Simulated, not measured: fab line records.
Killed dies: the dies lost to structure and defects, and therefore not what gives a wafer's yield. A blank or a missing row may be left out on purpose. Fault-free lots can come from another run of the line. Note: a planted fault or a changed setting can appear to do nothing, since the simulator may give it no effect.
A lot that was struck, set against a sound lot -- flow n5 finfet -- 15 out of 1938 route steps
Sound: the wafers L731.1, L731.3, L731.5. Wafers struck: L746.1, L746.5. The cause is given at the end.
For every step that has rows: the tool of each side, followed by ch and its chambers, followed by its first start. Under that, the readings that differ: sound wafers -- struck wafers -- difference of the means -- sigmas: that difference in standard deviations of wafers without a fault.
alike: readings whose means differ by less than 2 such deviations, and words and numbers that are the same on both sides. not compared: withheld readings, readings that some wafer has no value for, bounds like >300 that may hide the same value, and numbers for which the record gives no deviation and whose values overlap.
Wherever a step has rows on one side only, a row that says differs or no value, or a row with sigmas, the two part there. When numbers do not overlap yet have no deviation, they are printed without sigmas and do not part them. A reading that every wafer of one side lacks parts them only if that side has two wafers or more.

first, 7 steps without rows for these wafers: N5_BEOL_M10_COAT_64 (time 60 s, resist thk 30 nm); N5_BEOL_M10_COAT_22 (resist thk 90 nm); N5_BEOL_M10_EBR_24; N5_BEOL_M10_SOFTBAKE_23 (time 60 s); N5_BEOL_M10_EXPOSE_25 (exposes mask V9); N5_BEOL_M10_PEB_26 (peb time 60 s); N5_BEOL_M10_DEVELOP_27 (develop time 30 s).
N5_BEOL_M10_CD_MEAS_28: target cd 70 nm.
  sound on cd sem-01 ch 0, day 10 22:18; struck on cd sem-02 ch 0, day 14 15:14
  alike: cd nm
N5_BEOL_M10_OVL_MEAS_29:
  sound on overlay-02 ch 0, day 10 22:20; struck on overlay-01 ch 0, day 14 15:16
reading,sound,struck,difference,sigmas
V9_OVL (nm),0.0 -0.1 -0.1,1.0 2.2,+1.7,+2
N5_BEOL_M10_INSPECT_30: inspects for defects (brightfield).
  sound: defect inspect-02 at day 10 22:21; struck: defect inspect-01 at day 14 15:17
  alike: raw defect count
N5_BEOL_M10_DESCUM_33: chemistry O2, time 7.9 s.
  sound on rie diel-04 ch 2,3, day 10 22:23; struck on rie diel-02 ch 0,2, day 14 15:35
  alike: drypump motor current A, o2 flow sccm, oes product au, rf vpp V, showerhead plenum p Torr, temp c, throttle valve pct
  not compared: rf hours counter h
N5_BEOL_M10_ETCH_65: etches SiARC in CF4, target depth 39 nm, time 65 s.
  sound on rie diel-04 ch 2,3, day 10 22:25; struck on rie diel-02 ch 0,2, day 14 15:38
  alike: cf4 flow sccm, drypump motor current A, etch rf on time s, oes product au, rf vpp V, showerhead plenum p Torr, throttle valve pct
  not compared: rf hours counter h
N5_BEOL_M10_ETCH_66: etches SOC in N2/H2, target depth 120 nm, overetch 24 nm, time 180 s.
  sound on rie diel-04 ch 2,3, day 10 22:28; struck on rie diel-02 ch 0,2, day 14 15:41
reading,sound,struck,difference,sigmas
model.SiARC_of_BEOL_M10_COAT_64.thk nm (nm),22.6 22.8 22.8,19.4 19.8,-3.1,
  alike: drypump motor current A, h2 flow sccm, oes product au, rf vpp V, showerhead plenum p Torr, temp c, throttle valve pct
  not compared: rf hours counter h
then, 1 step without rows for these wafers: N5_BEOL_M10_STRIP_69 (strips in N2/H2).
-- here the record skips 2 days between the struck wafers' starts before and after, leaving off in module BEOL_M10 and picking up in module PASSIVATION (first step shown: number 1936 of the route) --
N5_PASSIVATION_PROBE_49:
  sound: prober-01 at day 13 04:36; struck: prober-02 at day 16 16:11
  alike: defect limited yield, killed_at_M0_to_M3, killed_at_M4_up, killed at contacts, killed at front end, killed at other, killed dies, killed open, killed short, sort_bin_4_leakage, sort_bin_5_function, sort_bin_6_memory, sort n pass, sort yield pct

== WHERE THEY PART ==
Only at N5_BEOL_M10_OVL_MEAS_29, as far as this record shows. Later steps at which nothing parts them and some readings are alike: N5_BEOL_M10_INSPECT_30, N5_BEOL_M10_DESCUM_33, N5_BEOL_M10_ETCH_65, N5_BEOL_M10_ETCH_66, N5_PASSIVATION_PROBE_49.

WHY: whatever the simulator had introduced
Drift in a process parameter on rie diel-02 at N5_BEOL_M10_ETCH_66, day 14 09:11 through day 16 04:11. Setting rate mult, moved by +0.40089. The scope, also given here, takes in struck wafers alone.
